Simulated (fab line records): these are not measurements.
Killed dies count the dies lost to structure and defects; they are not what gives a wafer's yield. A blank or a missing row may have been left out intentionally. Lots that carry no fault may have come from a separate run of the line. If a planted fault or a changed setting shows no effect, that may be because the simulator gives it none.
The tool behind it: which one? | flow nand_harc | 36 wafers from 12 lots sampled at 5 of the route's 1302 steps

## WHAT THE GAUGES SHOWED, per wafer
NHARC_P_ZERO_WELL_CD_MEAS_37 targets a cd of 720 nm.
lot  | measured     | on        | cd_nm (nm)
L156 | day 2 00:20  | cd_sem-01 | 721.4 720.4 717.9
L158 | day 2 19:58  | cd_sem-02 | 716.9 716.0 716.7
L161 | day 4 02:08  | cd_sem-03 | 718.1 716.9 721.6
L162 | day 4 12:10  | cd_sem-02 | 722.6 719.6 719.8
L168 | day 7 00:28  | cd_sem-03 | 718.0 719.4 719.8
L169 | day 7 10:07  | cd_sem-02 | 718.6 720.0 722.8
L170 | day 7 20:13  | cd_sem-03 | 717.4 717.6 720.6
L171 | day 8 06:28  | cd_sem-02 | 722.3 722.8 721.6
L172 | day 8 16:15  | cd_sem-03 | 718.6 716.7 717.0
L173 | day 9 02:03  | cd_sem-01 | 723.4 721.3 720.1
L176 | day 10 08:23 | cd_sem-02 | 716.3 722.2 720.1
L177 | day 10 18:07 | cd_sem-03 | 720.8 718.4 721.8

NHARC_END_SORT_01.
lot  | measured     | on        | killed_at_array | killed_at_other | killed_at_periphery | killed_dies | killed_open | killed_short
L162 | day 26 10:38 | prober-01 | 31 25 34        | 1 1 0           | 2 2 0               | 34 28 34    | 6 2 1       | 5 0 4

## TOOL THAT RAN EACH LOT (tool first, then ch and the chambers of the sampled wafers, then the start)
lot  | NHARC_P_ZERO_WELL_SOFTBAKE_06     | NHARC_P_STI_ETCH_42                | NHARC_P_STI_ETCH_31
L156 | litho_track-03 ch 0, day 1 20:00  | rie_diel-11 ch 0,1, day 2 20:03    | rie_diel-11 ch 1,3, no start
L158 | litho_track-03 ch 0, day 2 16:00  | rie_diel-11 ch 1,2,3, day 3 17:37  | rie_diel-11 ch 0,3, no start
L161 | litho_track-03 ch 0, day 3 22:00  | rie_diel-05 ch 0,1, day 4 22:18    | rie_diel-05 ch 0,1, no start
L162 | litho_track-03 ch 0, day 4 08:00  | rie_diel-05 ch 0,2,3, day 5 06:52  | rie_diel-05 ch 2,3, day 26 10:38 or earlier
L168 | litho_track-02 ch 0, day 6 21:00  | rie_diel-11 ch 0,2,3, day 7 19:29  | rie_diel-11 ch 0,2,3, no start
L169 | litho_track-03 ch 0, day 7 06:00  | rie_diel-09 ch 0,2,3, day 8 05:25  | rie_diel-09 ch 1,2, no start
L170 | litho_track-02 ch 0, day 7 16:00  | rie_diel-09 ch 0,1,2, day 8 15:22  | rie_diel-09 ch 0,2,3, no start
L171 | litho_track-03 ch 0, day 8 02:00  | rie_diel-05 ch 0,2,3, day 9 03:46  | rie_diel-05 ch 0,1,2, no start
L172 | litho_track-03 ch 0, day 8 12:00  | rie_diel-05 ch 0,1,2, day 9 11:50  | rie_diel-05 ch 0,1,3, no start
L173 | litho_track-07 ch 0, day 8 22:00  | rie_diel-11 ch 0,2,3, day 9 20:41  | rie_diel-11 ch 0,1,2, no start
L176 | litho_track-03 ch 0, day 10 04:00 | rie_diel-05 ch 1,2, day 11 03:27   | rie_diel-05 ch 2,3, no start
L177 | litho_track-03 ch 0, day 10 14:00 | rie_diel-11 ch 0,1,3, day 11 14:32 | rie_diel-11 ch 0,1,3, no start
- NHARC_P_ZERO_WELL_SOFTBAKE_06: time 70 s.
- NHARC_P_STI_ETCH_42: etches the open film in N2/H2, target depth 80 nm, overetch 24 nm, time 61 s.
- NHARC_P_STI_ETCH_31: etches the open film in CF4/CHF3, target depth 108.9 nm, time 54.5 s.

## WHAT THE TOOLS THEMSELVES READ (means of the sampled wafers that have a number; where no wafer has one, the mark that the record gives instead)
NHARC_P_ZERO_WELL_SOFTBAKE_06.
lot  | tool           | heater_power_total_W (W)
L156 | litho_track-03 | 200.0
L158 | litho_track-03 | 200.5
L161 | litho_track-03 | 203.8
L162 | litho_track-03 | 205.4
L168 | litho_track-02 | 200.8
L169 | litho_track-03 | 200.4
L170 | litho_track-02 | 199.8
L171 | litho_track-03 | 201.7
L172 | litho_track-03 | 200.5
L173 | litho_track-07 | 201.9
L176 | litho_track-03 | 201.4
L177 | litho_track-03 | 201.2

NHARC_P_STI_ETCH_42.
lot  | tool        | drypump_motor_current_A (A) | n2_flow_sccm (sccm) | oes_product_au (a.u.) | rf_vpp_V (V) | showerhead_plenum_p_Torr (Torr) | throttle_valve_pct (%)
L156 | rie_diel-11 | 6.3                         | 150.2               | 0.986                 | 428.9        | 1.97                            | 14.173
L158 | rie_diel-11 | 5.9                         | 150.3               | 0.985                 | 428.7        | 1.98                            | 14.175
L161 | rie_diel-05 | 5.2                         | 150.7               | 1.000                 | 429.7        | 2.01                            | 14.174
L162 | rie_diel-05 | 5.5                         | 150.4               | 1.007                 | 432.0        | 2.11                            | 14.170
L168 | rie_diel-11 | 6.0                         | 150.4               | 1.004                 | 430.9        | 2.06                            | 14.172
L169 | rie_diel-09 | 6.0                         | 149.4               | 0.994                 | 432.3        | 2.10                            | 14.172
L170 | rie_diel-09 | 5.9                         | 149.5               | 1.003                 | 433.2        | 2.13                            | 14.171
L171 | rie_diel-05 | 5.5                         | 149.5               | 1.003                 | 432.3        | 2.11                            | 14.166
L172 | rie_diel-05 | 5.3                         | 149.9               | 1.016                 | 429.9        | 2.03                            | 14.178
L173 | rie_diel-11 | 6.0                         | 149.7               | 1.014                 | 431.1        | 2.06                            | 14.177
L176 | rie_diel-05 | 5.5                         | 150.2               | 1.007                 | 429.4        | 1.99                            | 14.176
L177 | rie_diel-11 | 6.2                         | 150.4               | 1.010                 | 429.2        | 2.00                            | 14.166

NHARC_P_STI_ETCH_31.
lot  | tool        | drypump_motor_current_A (A) | oes_product_au (a.u.) | rf_vpp_V (V) | showerhead_plenum_p_Torr (Torr) | throttle_valve_pct (%)
L156 | rie_diel-11 | 6.0                         | 0.949                 | 369.1        | 1.52                            | 16.804
L158 | rie_diel-11 | 6.3                         | 0.961                 | 371.5        | 1.61                            | 16.802
L161 | rie_diel-05 | 5.2                         | 0.979                 | 369.9        | 1.55                            | 16.801
L162 | rie_diel-05 | 6.0                         | 0.995                 | 373.9        | 1.66                            | 16.806
L168 | rie_diel-11 | 6.0                         | 0.930                 | 370.6        | 1.59                            | 16.799
L169 | rie_diel-09 | 5.8                         | 0.986                 | 372.5        | 1.61                            | 16.809
L170 | rie_diel-09 | 6.0                         | 0.966                 | 372.9        | 1.62                            | 16.804
L171 | rie_diel-05 | 5.3                         | 0.972                 | 370.3        | 1.56                            | 16.809
L172 | rie_diel-05 | 5.7                         | 0.979                 | 370.6        | 1.59                            | 16.813
L173 | rie_diel-11 | 6.1                         | 0.958                 | 370.2        | 1.57                            | 16.796
L176 | rie_diel-05 | 5.6                         | 0.974                 | 372.4        | 1.64                            | 16.797
L177 | rie_diel-11 | 6.2                         | 0.981                 | 369.9        | 1.55                            | 16.813

## THE ANSWER, worked out from the rows above alone
Rule: the lots themselves supply what counts as usual. The widest of any qualifying gaps counts: lots, ordered by their means at a reading, are off when they make up no more than a third of the lots, leave a main group of 4 or more, and stand apart from it by 3 or more times the standard deviation of that group's means. A main group is skipped when, at the precision printed for the reading in the tables above, its means are all equal. Also off: a lot with no number at a reading for which 4 or more lots have one. Any other lot the step has rows for is counted as sound. First the gauges in route order, then the tools' own readings, where a lot's mean is used as printed above. The first step at which some lot is off is used, and at that step the reading that is off furthest; a lot without a number counts as furthest.
Nothing can be told from this: no lot is off at any reading shown.

## WHAT THE SIMULATOR HAD PUT IN
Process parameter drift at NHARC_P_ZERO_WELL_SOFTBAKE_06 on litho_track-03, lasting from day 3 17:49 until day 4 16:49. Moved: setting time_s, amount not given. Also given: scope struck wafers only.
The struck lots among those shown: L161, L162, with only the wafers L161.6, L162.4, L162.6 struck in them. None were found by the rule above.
